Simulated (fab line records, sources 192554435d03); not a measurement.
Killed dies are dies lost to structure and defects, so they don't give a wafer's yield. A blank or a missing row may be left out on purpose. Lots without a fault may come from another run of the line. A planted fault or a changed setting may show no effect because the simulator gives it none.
fab line records | flow n5_finfet
record lots=4 wafers=12 last_day=17
route steps=1938 shown HKMG_FIN@428 GATE_CUT@465 BEOL_M4@1111 PASSIVATION@1936
lots that met no fault: from a run of the same line without faults
start_h: hours from the record's first day to the start of the lot's first wafer shown | wait_h: hours since the lot's step before | " the same as in the row above | L1.1+2: a row that stands for several wafers | - no value, or no start given | * or withheld: withheld | < > ~ a bound
route shown NAME@n: a module of which the file shows steps, and the number in the route of the first | usual: mean/standard deviation of fault-free wafers | same: alike in all rows | chamber/n: place in a boat | sites: the reading at each site | _std_site: their standard deviation | _edge_site: outer sites' mean less inner sites' | radius_mm: how far each site lies from the wafer's centre | mask NAME#n: copy n | behind: the tool/chamber that last shaped the wafer | hold: why the lot was held/for how many hours/how that ended | device: the transistor (n, p or np) that didn't switch | end of line: the same wafers' tests at the end of the route | a step without rows: its recipe alone | killed: dies lost to structure and defects at the first sort, not the wafer's yield | map: a wafer's dies, x killed, . not, _ none there
set.NAME: the setting as run; set.NAME@STEP: as run at that earlier step | model.NAME: the simulator's own value behind a step, which no gauge read
lots at some steps of the route; a table a step, a row a wafer
services: from which hour (start_h, from the record's first day; less than 0 if before it) a tool's chamber was out of use, for how many hours, and why
## steps
# step N5_HKMG_FIN_PEB_10
# recipe peb_temp_c=withheld peb_time_s=60 resist=CAR-ArF
# step N5_HKMG_FIN_DEVELOP_11
# recipe develop_time_s=30 developer=TMAH resist=CAR-ArF dev_temp_c=23 rinse_liquid=diw dry=air_spin
# step N5_HKMG_FIN_DESCUM_17
# recipe chemistry=O2 time_s=7.9 source_power_w=50 bias_power_w=20 pressure_mtorr=20 rf_frequency_hz=2.712e+07 temp_c=40 resist=CAR-ArF o2_flow_sccm=225
# step N5_HKMG_FIN_ETCH_31
# recipe chemistry=CF4 target=SiARC target_depth_a=455 mask_material=CAR-ArF time_s=75.8 ion_energy_ev=80 pressure_mtorr=40 source_w=545 bias_w=36 Ar_flow_sccm=100 cf4_flow_sccm=100 ends=cleared
# step N5_HKMG_FIN_ETCH_32
# recipe chemistry=N2/H2 target=SOC target_depth_a=2400 temp_c=40 time_s=300 ion_energy_ev=200 mask_material=SiARC pressure_mtorr=30 source_w=840 bias_w=150 n2_flow_sccm=200 h2_flow_sccm=200
# step N5_HKMG_FIN_STRIP_33
# recipe chemistry=N2/H2 temp_c=40 n2_flow_sccm=200 h2_flow_sccm=200 rf_frequency_hz=6e+07
# step N5_HKMG_FIN_STRIP_34
# recipe chemistry=CF4 resist=SiARC power_w=300 bias_power_w=75 pressure_mtorr=50 cf4_flow_sccm=150 rf_frequency_hz=6e+07
# step N5_HKMG_FIN_ETCH_35
# recipe chemistry=N2/H2 target=SOC target_depth_a=2158 ion_energy_ev=65 bias_w=5 source_w=3000 time_s=243.4 pressure_mtorr=30 n2_flow_sccm=200 h2_flow_sccm=200
# step N5_HKMG_FIN_STRIP_92
# recipe chemistry=N2/H2 material=SOC time_s=20 power_w=500 temp_c=40 pressure_mtorr=50 rf_frequency_hz=6e+07 bias_power_w=8 h2_frac=0.5 n2_flow_sccm=300 h2_flow_sccm=300
# step N5_HKMG_FIN_WET_ETCH_18
# recipe chemistry=SC1 target=TiN mix=1:1:5 temp_c=* time_s=55 target_depth_nm=5.2 dry=ipa_marangoni rinse_time_s=30 rinse_temp_c=23
# usual bath_guard_temp_C=* bath_heat_duty_pct=7.3/0.95 diw_flow_mL_min=1071.6/2.8 temp_c=* time_s=55/0
# columns lot.wafer tool chamber start_h wait_h bath_guard_temp_C bath_heat_duty_pct diw_flow_mL_min temp_c time_s
L960.2 wet_bench-06 1 103.24 0.1 - - - - -
L960.4 " 0 " " - - - - -
L960.5 " 7 " " - - - - -
L961.2 wet_bench-05 5 108.55 0.1 - - - - -
L961.4 " 4 " " - - - - -
L961.5 " 2 " " - - - - -
L973.1 wet_bench-03 6 178.27 0.1 * 7.0 1068.9 * 55
L973.5 " 7 " " * 7.2 1076.3 * 55
L973.6 " 4 " " * 6.0 1073.2 * 55
L978.2 wet_bench-06 5 214.02 0.1 * 5.3 1074.8 * 55
L978.5 " 0 " " * 7.9 1066.5 * 55
L978.6 " 4 " " * 6.6 1069.6 * 55
# step N5_HKMG_FIN_STRIP_19
# recipe chemistry=N2/H2 power_w=2500 temp_c=300 h2_frac=0.65 time_s=360 pressure_mtorr=withheld n2_flow_sccm=1750 h2_flow_sccm=3250
# step N5_HKMG_FIN_ALD_91
# recipe material=TiN target_thk_a=10 temp_c=400 ald_precursor_family=TiCl4 ald_co_reactant=NH3 pulse_time_s=1 purge_time_s=3 co_reactant_purge_time_s=2 co_reactant_pulse_time_s=2 ald_cycles=47 pressure_torr=3
# step N5_HKMG_FIN_COAT_85
# recipe resist=SOC temp_c=250 time_s=60 spin_rpm=1500 resist_thk_nm=300
# step N5_HKMG_FIN_ETCH_86
# recipe chemistry=N2/H2 target=SOC target_depth_a=3932 stop_on=TiN ion_energy_ev=100 bias_w=61 pressure_mtorr=30 source_w=850 n2_flow_sccm=200 h2_flow_sccm=200
# step N5_HKMG_FIN_STRIP_89
# recipe chemistry=N2/H2 material=SOC time_s=20 power_w=500 temp_c=40 pressure_mtorr=50 rf_frequency_hz=6e+07 bias_power_w=8 h2_frac=0.5 n2_flow_sccm=300 h2_flow_sccm=300
# step N5_HKMG_FIN_WET_ETCH_87
# recipe chemistry=SC1 target=TiN mix=1:2:40 temp_c=50 time_s=154.2 target_depth_nm=4.7 dry=ipa_marangoni rinse_time_s=30 rinse_temp_c=23
# step N5_HKMG_FIN_STRIP_88
# recipe chemistry=N2/H2 power_w=2500 temp_c=300 h2_frac=0.65 time_s=360 pressure_mtorr=withheld n2_flow_sccm=1750 h2_flow_sccm=3250
# step N5_HKMG_FIN_NWFM_ALD_20
# recipe material=TiAlC target_thk_a=20 temp_c=300 ald_precursor_family=TiCl4 ald_co_reactant=TEA pulse_time_s=3 purge_time_s=2 co_reactant_purge_time_s=2 co_reactant_pulse_time_s=10 ald_cycles=7 pressure_torr=3
# step N5_HKMG_FIN_ALD_71
# recipe material=TiN target_thk_a=10 temp_c=400 ald_precursor_family=TiCl4 ald_co_reactant=NH3 pulse_time_s=1 purge_time_s=3 co_reactant_purge_time_s=2 co_reactant_pulse_time_s=2 ald_cycles=47 pressure_torr=3
# step N5_HKMG_FIN_COAT_66
# recipe resist=SOC temp_c=250 time_s=60 spin_rpm=1500 resist_thk_nm=300
# step N5_HKMG_FIN_ETCH_67
# recipe chemistry=N2/H2 target=SOC target_depth_a=3889 stop_on=TiN ion_energy_ev=100 bias_w=61 pressure_mtorr=30 source_w=850 n2_flow_sccm=200 h2_flow_sccm=200
# step N5_HKMG_FIN_STRIP_90
# recipe chemistry=N2/H2 material=SOC time_s=20 power_w=500 temp_c=40 pressure_mtorr=50 rf_frequency_hz=6e+07 bias_power_w=8 h2_frac=0.5 n2_flow_sccm=300 h2_flow_sccm=300
# step N5_HKMG_FIN_WET_ETCH_73
# recipe chemistry=SC1 mix=1:2:40 temp_c=50 time_s=42.3 target_depth_nm=1.3 dry=ipa_marangoni rinse_time_s=30 rinse_temp_c=23
# step N5_HKMG_FIN_ETCHBACK_68
# recipe chemistry=Cl2/Ar stop_on=HfO2 target_depth_a=5 pressure_mtorr=10 icp_w=600 bias_w=60 Cl2_flow_sccm=40 Ar_flow_sccm=60
# step N5_HKMG_FIN_STRIP_69
# recipe chemistry=N2/H2 power_w=2500 temp_c=300 h2_frac=0.65 time_s=360 pressure_mtorr=withheld n2_flow_sccm=1750 h2_flow_sccm=3250
# step N5_HKMG_FIN_ALD_21
# recipe material=TiN target_thk_a=15 temp_c=400 ald_precursor_family=TiCl4 ald_co_reactant=NH3 pulse_time_s=1 purge_time_s=3 co_reactant_purge_time_s=2 co_reactant_pulse_time_s=2 ald_cycles=68 pressure_torr=3
# step N5_HKMG_FIN_ALD_72
# recipe material=W target_thk_a=20 temp_c=300 pressure_torr=7.5 ald_precursor_family=WF6 ald_co_reactant=B2H6 pulse_time_s=1 purge_time_s=2 co_reactant_purge_time_s=2 co_reactant_pulse_time_s=3 ald_cycles=7
# step N5_HKMG_FIN_W_FILL_22
# recipe material=W target_thk_a=600 temp_c=400 pressure_torr=39.4 time_s=18.2
# step N5_HKMG_FIN_PRECLEAN_83
# recipe chemistry=DIW time_s=57.5 temp_c=23
# step N5_HKMG_FIN_SRD_84
# recipe dry_time_s=32 dry=n2_spin spin_rpm=1500
# step N5_HKMG_FIN_CMP_23
# recipe stop_on=SiNx t_overpolish_s=10 post_cmp_clean=rinse_only down_force_psi=4 platen_rpm=50.289 pad_velocity_m_s=1.0006 target_thk_nm=46.326
# step N5_HKMG_FIN_CMP_94
# recipe stop_on=SiNx post_cmp_clean=w_dilute_nh4oh t_overpolish_s=4.7 down_force_psi=4 platen_rpm=50.289 pad_velocity_m_s=1.0006 target_thk_nm=43.299
# step N5_GATE_CUT_ETCHBACK_00
# recipe chemistry=SF6/Cl2 target=W pressure_mtorr=8 icp_w=900 bias_w=80 SF6_flow_sccm=40 Cl2_flow_sccm=60
# step N5_GATE_CUT_ETCH_56
# recipe chemistry=Cl2/Ar target=TiN target_depth_a=216 pressure_mtorr=10 icp_w=600 bias_w=60 Cl2_flow_sccm=40 Ar_flow_sccm=60
# step N5_GATE_CUT_ETCHBACK_30
# recipe chemistry=Cl2/Ar target=TiN target_depth_a=30 mode=isotropic pressure_mtorr=10 icp_w=600 bias_w=60 Cl2_flow_sccm=40 Ar_flow_sccm=60
# step N5_GATE_CUT_VAPOR_ETCH_60
# recipe chemistry=BCl3/Cl2 target=HfO2 mode=isotropic
# step N5_GATE_CUT_ETCH_58
# recipe chemistry=CH3F/O2 target=SiNx target_depth_a=170 time_s=128.6 ion_energy_ev=50 pressure_mtorr=30 source_w=415 bias_w=21 Ar_flow_sccm=150 CH3F_flow_sccm=30 O2_flow_sccm=20
# step N5_BEOL_M4_RC_MEAS_101
# usual DIBL_N=36.8/2.2 DIBL_P=37.0/2.8 IOFF_N=0.18/0.043 IOFF_N_85C=3.4/0.69 IOFF_N_LIN=0.080/0.016 IOFF_N_LONG=5.61e-05/2.9e-06 IOFF_P=0.23/0.05 ION_N=680/14 ION_P=466/9.1 SS_N=71.7/0.74 SS_P=73.5/0.79 VT_N=248/4 VT_N_LONG=274.8/1.7 VT_N_LVT=97/4.1 VT_P=-249/4.1
# columns lot.wafer tool chamber start_h wait_h DIBL_N[mV/V] DIBL_P[mV/V] IOFF_N[nA/um] IOFF_N_85C[nA/um] IOFF_N_LIN[nA/um] IOFF_N_LONG[nA/um] IOFF_P[nA/um] ION_N[uA/um] ION_P[uA/um] SS_N[mV/dec] SS_P[mV/dec] VT_N[mV] VT_N_LONG[mV] VT_N_LVT[mV] VT_P[mV]
L960.2 prober-01 0 200.53 0.4 38.9 41.4 0.00 0.0 0.000 2.78e-05 0.23 250 473 72.8 74.2 449 481.9 298 -252
L960.4 " 0 " " 35.7 38.3 0.00 0.0 0.000 2.76e-05 0.18 240 453 71.7 73.8 460 477.1 309 -258
L960.5 " 0 " " 38.4 41.4 0.00 0.0 0.000 2.78e-05 0.24 244 456 72.4 74.6 454 479.8 303 -253
L961.2 prober-01 0 203.74 0.2 37.0 38.2 0.00 0.0 0.000 2.91e-05 0.20 245 463 72.2 73.1 457 479.9 309 -253
L961.4 " 0 " " 32.5 33.8 0.00 0.0 0.000 2.87e-05 0.15 233 453 71.3 71.4 466 481.4 311 -255
L961.5 " 0 " " 39.7 42.1 0.00 0.0 0.000 2.93e-05 0.26 246 468 73.0 74.4 452 485.6 301 -250
L973.1 prober-02 0 260.66 0.0 38.3 35.9 0.17 3.2 0.077 5.93e-05 0.24 680 472 71.2 72.7 247 275.5 101 -248
L973.5 " 0 " " 39.6 37.6 0.21 3.9 0.094 5.89e-05 0.28 688 472 72.2 73.5 245 272.7 97 -243
L973.6 " 0 " " 36.5 32.5 0.13 2.6 0.062 5.87e-05 0.19 666 464 71.9 72.2 253 274.3 105 -252
L978.2 prober-01 0 298.72 0.2 38.4 39.8 0.21 3.9 0.092 5.62e-05 0.26 689 471 72.2 74.4 245 275.5 95 -248
L978.5 " 0 " " 38.1 39.8 0.21 3.8 0.093 5.44e-05 0.26 688 467 71.1 72.8 245 275.2 95 -250
L978.6 " 0 " " 36.6 39.8 0.18 3.5 0.088 5.45e-05 0.27 691 478 71.0 73.4 247 277.0 95 -247
# step N5_PASSIVATION_PROBE_49
# usual defect_limited_yield=91.4/1.5 killed_at_M0_to_M3=36/11 killed_at_M4_up=14/6 killed_at_contacts=11/6 killed_at_front_end=37/11 killed_at_other=4/3.4 killed_dies=102/18 killed_on_rim=13/3.5 killed_open=66/13 killed_short=34/7.8 sort_bin_5_function=5.0/0.97 sort_bin_6_memory=3.2/0.7 sort_bin_8_speed=0.0/0.38 sort_n_pass=1078/19 sort_yield_pct=91.3/1.6
# same gross_dies=1180 killed_at_back_side=0 sort_bin_4_leakage[%]=0
# columns lot.wafer tool chamber start_h wait_h defect_limited_yield[%] killed_at_M0_to_M3 killed_at_M4_up killed_at_contacts killed_at_front_end killed_at_other killed_dies killed_on_rim killed_open killed_short sort_bin_5_function[%] sort_bin_6_memory[%] sort_bin_8_speed[%] sort_n_pass sort_yield_pct[%]
L960.2 prober-01 - 307.66 0.1 91.1 24 10 18 45 8 105 14 75 27 5.1 3.6 91.1 0 0
L960.4 prober-01 - 307.76 0.2 89.7 30 14 14 55 9 122 18 89 30 6.4 3.5 89.7 0 0
L960.5 prober-01 - 307.81 0.2 90.1 26 29 13 46 3 117 18 68 49 6.1 3.6 90.1 0 0
L961.2 prober-01 - 309.54 0.1 91.8 52 5 14 22 4 97 15 76 21 5.4 2.6 91.8 0 0
L961.4 prober-01 - 309.64 0.2 93.2 38 9 6 24 3 80 13 48 29 4.1 2.5 93.2 0 0
L961.5 prober-01 - 309.69 0.2 93.9 25 5 11 26 5 72 13 53 18 3.8 2.0 93.9 0 0
L973.1 prober-01 - 363.57 0.0 91.9 26 18 13 39 0 96 15 62 33 4.2 3.5 0 1084 91.9
L973.5 prober-01 - 363.77 0.2 93.2 25 5 20 28 2 80 13 50 30 4.0 2.3 0 1100 93.2
L973.6 prober-01 - 363.82 0.3 91.7 32 11 16 37 2 98 8 58 38 4.9 3.1 0 1082 91.7
L978.2 prober-02 - 400.12 0.1 89.7 54 14 24 28 1 121 12 78 41 5.4 4.3 0 1059 89.7
L978.5 prober-02 - 400.27 0.2 88.6 29 12 30 63 1 135 18 84 50 6.5 4.5 0 1045 88.6
L978.6 prober-02 - 400.32 0.3 90.1 46 11 28 30 2 117 11 75 40 5.3 4.4 0 1063 90.1
# killed by level:class
L960.2 MOL_CONTACT_COAG:geometric_particle:open=13 FIN_SAQP:geometric_particle:open=11 STI_FIN_REVEAL:geometric_particle:open=11 BEOL_M2:geometric_particle:open=7 MOL_CONTACT_COAG:geometric_particle:short=4 BEOL_M0_SAQP:geometric_particle:short=4 BEOL_M3:geometric_particle:open=4 BEOL_M4:geometric_particle:open=4
L960.4 FIN_SAQP:geometric_particle:open=25 MOL_CONTACT_COAG:geometric_particle:open=12 BEOL_M3:geometric_particle:open=10 FIN_SAQP:geometric_particle:short=7 BEOL_M0_SAQP:geometric_particle:short=6 BEOL_M4:geometric_particle:open=6 BEOL_M2:geometric_particle:open=5 DUMMY_GATE:geometric_particle:open=4
L960.5 FIN_SAQP:geometric_particle:open=13 MOL_CONTACT_COAG:geometric_particle:open=11 BEOL_M4:geometric_particle:short=11 FIN_SAQP:geometric_particle:short=7 BEOL_M0_SAQP:geometric_particle:open=7 BEOL_M4:geometric_particle:open=6 DUMMY_GATE:geometric_particle:open=5 DUMMY_GATE:geometric_particle:short=4
L961.2 BEOL_M1:geometric_particle:open=13 MOL_CONTACT_COAG:geometric_particle:open=12 BEOL_M3:geometric_particle:open=12 BEOL_M0_SAQP:geometric_particle:open=11 BEOL_M2:geometric_particle:open=6 FIN_SAQP:geometric_particle:short=5 FIN_SAQP:geometric_particle:open=4 BEOL_M1:geometric_particle:short=4
L961.4 BEOL_M1:geometric_particle:open=10 BEOL_M0_SAQP:geometric_particle:short=9 BEOL_M2:geometric_particle:open=8 BEOL_M0_SAQP:geometric_particle:open=5 BEOL_M8:geometric_particle:open=5 STARTING-WAFER:geometric_particle:short=5 FIN_SAQP:geometric_particle:short=4 MOL_CONTACT_COAG:geometric_particle:open=4
L961.5 BEOL_M2:geometric_particle:open=10 MOL_CONTACT_COAG:geometric_particle:open=9 STI_FIN_REVEAL:geometric_particle:open=7 FIN_SAQP:geometric_particle:open=4 BEOL_M3:geometric_particle:open=4 FIN_SAQP:geometric_particle:short=3 STI_FIN_REVEAL:geometric_particle:short=3 BEOL_M0_SAQP:geometric_particle:short=3
L973.1 MOL_CONTACT_COAG:geometric_particle:open=10 GATE_CUT:geometric_particle:open=9 STI_FIN_REVEAL:geometric_particle:open=7 BEOL_M0_SAQP:geometric_particle:open=6 BEOL_M4:geometric_particle:open=6 BEOL_M2:geometric_particle:open=5 STARTING-WAFER:geometric_particle:short=5 GATE_CUT:geometric_particle:short=4
L973.5 MOL_CONTACT_COAG:geometric_particle:open=16 GATE_CUT:geometric_particle:short=10 STI_FIN_REVEAL:geometric_particle:open=4 MOL_CONTACT_COAG:geometric_particle:short=4 BEOL_M0_SAQP:geometric_particle:short=4 BEOL_M0_SAQP:geometric_particle:open=4 BEOL_M1:geometric_particle:open=4 BEOL_M2:geometric_particle:open=4
L973.6 MOL_CONTACT_COAG:geometric_particle:open=11 GATE_CUT:geometric_particle:short=8 BEOL_M3:geometric_particle:open=8 STI_FIN_REVEAL:geometric_particle:open=7 BEOL_M0_SAQP:geometric_particle:open=6 MOL_CONTACT_COAG:geometric_particle:short=5 BEOL_M0_SAQP:geometric_particle:short=4 BEOL_M0:geometric_particle:open=4
L978.2 MOL_CONTACT_COAG:geometric_particle:open=20 BEOL_M0_SAQP:geometric_particle:open=15 BEOL_M0_SAQP:geometric_particle:short=15 FIN_SAQP:geometric_particle:short=8 BEOL_M1:geometric_particle:open=8 FIN_SAQP:geometric_particle:open=5 GATE_CUT:geometric_particle:open=4 MOL_CONTACT_COAG:geometric_particle:short=4
L978.5 MOL_CONTACT_COAG:geometric_particle:open=23 FIN_SAQP:geometric_particle:short=20 FIN_SAQP:geometric_particle:open=14 STI_FIN_REVEAL:geometric_particle:open=12 BEOL_M0_SAQP:geometric_particle:open=8 MOL_CONTACT_COAG:geometric_particle:short=7 BEOL_M0_SAQP:geometric_particle:short=7 BEOL_M4:geometric_particle:open=7
L978.6 MOL_CONTACT_COAG:geometric_particle:open=24 FIN_SAQP:geometric_particle:short=14 BEOL_M0_SAQP:geometric_particle:open=11 BEOL_M0_SAQP:geometric_particle:short=10 BEOL_M3:geometric_particle:open=7 FIN_SAQP:geometric_particle:open=6 BEOL_M1:geometric_particle:open=5 BEOL_M5:geometric_particle:open=5
# map L960.4 (x killed, . not)
_________________............________________
______________.......x....x..xx._____________
___________.x.....x......x...x..x..__________
__________x........................._________
________.x..x.....x..................._______
_______.....x.............xx..x........______
______.................................._____
_____.......x......x....x................____
____....xx..x.............................___
___x...x..x...x..............x........x.x..__
___...x..........xx..............x....x....__
__..........x.......x......................._
__.........................x................_
_......x...x...x....x.....x.......x.........x
_.x.....xx...............x.xx..............x.
_......x..........xx...................x.....
_.....x..........x...........................
_.....x...............x..........x..x........
_......x..x.....x..x.....................xx..
_.............x..x.......................x...
_......x..x......x......x.x..................
__x....x...x.........x........x........x...x_
__......x.................x.......x....x...._
___....x.....xx...x....x...............x...__
___.....x.x.........................x..x...__
____......x.........x....................x___
_____....................................____
______........x...x...............xx...._____
_______.................x.....x........______
________x.......x.............x..x...._______
__________..............x..x.x......_________
___________x..x...............x....__________
______________...x.x......x...xx_____________
_________________......x.....________________
# map L961.2 (x killed, . not)
_________________.......x....________________
______________......x..........._____________
___________............xx....x.....__________
__________.........................._________
________......................x......._______
_______...x........................x...______
______.................................._____
_____..x.........x.............x..x......____
____..x...................................___
___.........x.xx.......xx..................__
___x................x..................x...__
__..x..x...............xx..x........x......._
__....x..x....................x..x.........._
_...................x....................x..x
_...................x....x...................
_..............xx...........x................
_....................................x....x.x
_................x..x..x...x......x..........
_......x.x..............x.....x....x......x..
_..x...x.....................x..x............
_.....................x.............x......x.
__.........................................._
__.............xx...............x..........._
___.....x..........x..............x........__
___x...........x..x.........x..........x...__
____.............x.x.........x...........x___
_____...................................x____
______...........xx..........x.........._____
_______....x..........x......x.........______
________x......x.................x...._______
__________.........x.......x........_________
___________.........x.xx.x......x..__________
______________................xx_____________
_________________.xx....x....________________
## services
# columns tool chamber start_h hours kind
wet_bench-06 - 131.95 1.9 pm
wet_bench-03 - 135.46 4.0 repair
wet_bench-05 - 188.75 2.9 repair
## key
first_sign step=N5_HKMG_FIN_WET_ETCH_18 reading=tool_record direction=missing
effect step=N5_BEOL_M4_RC_MEAS_101 reading=VT_N_LONG direction=up sigmas=99+ usual=274.8 struck=481.0
effect step=N5_BEOL_M4_RC_MEAS_101 reading=VT_N direction=up sigmas=52 usual=248 struck=456
effect step=N5_BEOL_M4_RC_MEAS_101 reading=VT_N_LVT direction=up sigmas=51 usual=97 struck=305
effect step=N5_BEOL_M4_RC_MEAS_101 reading=ION_N direction=down sigmas=31 usual=680 struck=243
effect step=N5_BEOL_M4_RC_MEAS_101 reading=IOFF_N_LONG direction=down sigmas=9.6 usual=5.61e-05 struck=2.84e-05
effect step=N5_BEOL_M4_RC_MEAS_101 reading=IOFF_N_LIN direction=down sigmas=5.1 usual=0.080 struck=0.000
effect step=N5_BEOL_M4_RC_MEAS_101 reading=IOFF_N_85C direction=down sigmas=4.9 usual=3.4 struck=0.0
effect step=N5_BEOL_M4_RC_MEAS_101 reading=IOFF_N direction=down sigmas=4.1 usual=0.18 struck=0.00
effect step=N5_PASSIVATION_PROBE_49 reading=sort_bin_8_speed direction=up sigmas=99+ usual=0.0 struck=91.6
met_at N5_HKMG_FIN_WET_ETCH_18
struck_wafers L960.2,L960.4,L960.5,L961.2,L961.4,L961.5
fault kind=skipped_step_whole tool=wet_bench-05,wet_bench-06 chamber=- onset_h=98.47 steps=N5_HKMG_FIN_WET_ETCH_18 scope=struck_lots_only
